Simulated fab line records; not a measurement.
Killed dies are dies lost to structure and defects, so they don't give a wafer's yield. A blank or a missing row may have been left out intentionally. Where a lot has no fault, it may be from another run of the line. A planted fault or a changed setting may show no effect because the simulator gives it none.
Problem report, 8D (eight disciplines) form, completed by code ; flow nand harc ; the parts of the form that need people (team, actions taken, sign-off) are left out

1. WHAT WENT WRONG
At NHARC_THIN_TSV_ETCH_59, run length s averages 196.4 s over 6 wafers from 2 lots, while fault-free wafers read 159.2 s, standard deviation 0.46. Measured from the usual mean, that is +81 standard deviations.
The step: etches the open film in Cl2/BCl3, target depth 880 nm, time 138.1 s.
First seen on wafer L411.1, day 30 06:32, on rie metal-02. Wafers with a number at this step in the record: 39, from 13 lots. By rule, "out" or "out of limits" means more than 4 standard deviations away from the usual mean. The other wafers with a number count as sound.

2. WHAT IT IS AND WHAT IT IS NOT
question;is;is not
which readings at this step;run length s;drypump motor current A, he backside leak sccm, oes product au, throttle valve pct
which lots;L411, L412;L396, L397, L398, L399, L400, L403, L413, L414, L416, L417, L419
which wafers of those lots;all that have a number;-
read on which tools;rie metal-02;rie metal-01, rie metal-03
when;from day 30 06:32;"up to then (21 sound wafers); but 12 sound wafers of L414, L416, L417, L419 came after"

3. WHAT RULES OUT EACH SUSPECT
Counting: a tool at any process step up to the reading remains a suspect when it ran all the lots that are out and ran no sound lot after the first of those.
- pvd sputter-02 at NHARC_THIN_TSV_PVD_19 (deposits TaN, target thk 20 nm): ruled out as a lasting fault. Following L411 (day 30 04:26), the first lot on it that is out, the sound lots L416, L419 were run on it. NHARC_THIN_TSV_PVD_19 gives no start for some lots, so the hours and the order of its lots are those of NHARC_THIN_TSV_ANNEAL_52.
- pvd sputter-02 at NHARC_THIN_TSV_PVD_51 (deposits Cu, target thk 100 nm): ruled out as a lasting fault. Following L411 (day 30 04:26), the first lot on it that is out, the sound lots L416, L419 were run on it. NHARC_THIN_TSV_PVD_51 gives no start for some lots, so the hours and the order of its lots are those of NHARC_THIN_TSV_ANNEAL_52.
- rie metal-02 at NHARC_THIN_TSV_ETCH_59 (etches the open film in Cl2/BCl3, target depth 880 nm, time 138.1 s): ruled out as a lasting fault. Following L411 (day 30 06:32), the first lot on it that is out, the sound lots L419 were run on it.
Left after counting: nothing in the record.

4. THE CAUSE (what the simulator had put in)
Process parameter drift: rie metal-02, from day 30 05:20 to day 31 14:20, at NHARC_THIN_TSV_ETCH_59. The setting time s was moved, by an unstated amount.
Counting ruled it out, wrongly.

5. THE EFFECT CHAIN, in route order
Each row: a reading where the mean over the struck wafers with a number is more than 3 standard deviations away from the usual. Only readings whose record carries a usual standard deviation are examined. hours: median over the lots of the time between each lot's start at the first step of this table that gives one and its start at this step. sigmas: the change, counted in usual standard deviations.
hours;step;reading;usual;on struck wafers;change;sigmas
0;NHARC_THIN_TSV_ETCH_59;run length s;159.2 s;196.4;+37.2;+81
Process steps it contains:
- NHARC_THIN_TSV_ETCH_59: etches the open film in Cl2/BCl3, target depth 880 nm, time 138.1 s.

6. WHAT WOULD HAVE CAUGHT IT SOONER
In this record the first reading out of limits was taken at day 30 06:32, 1 hour after the fault began at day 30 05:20.
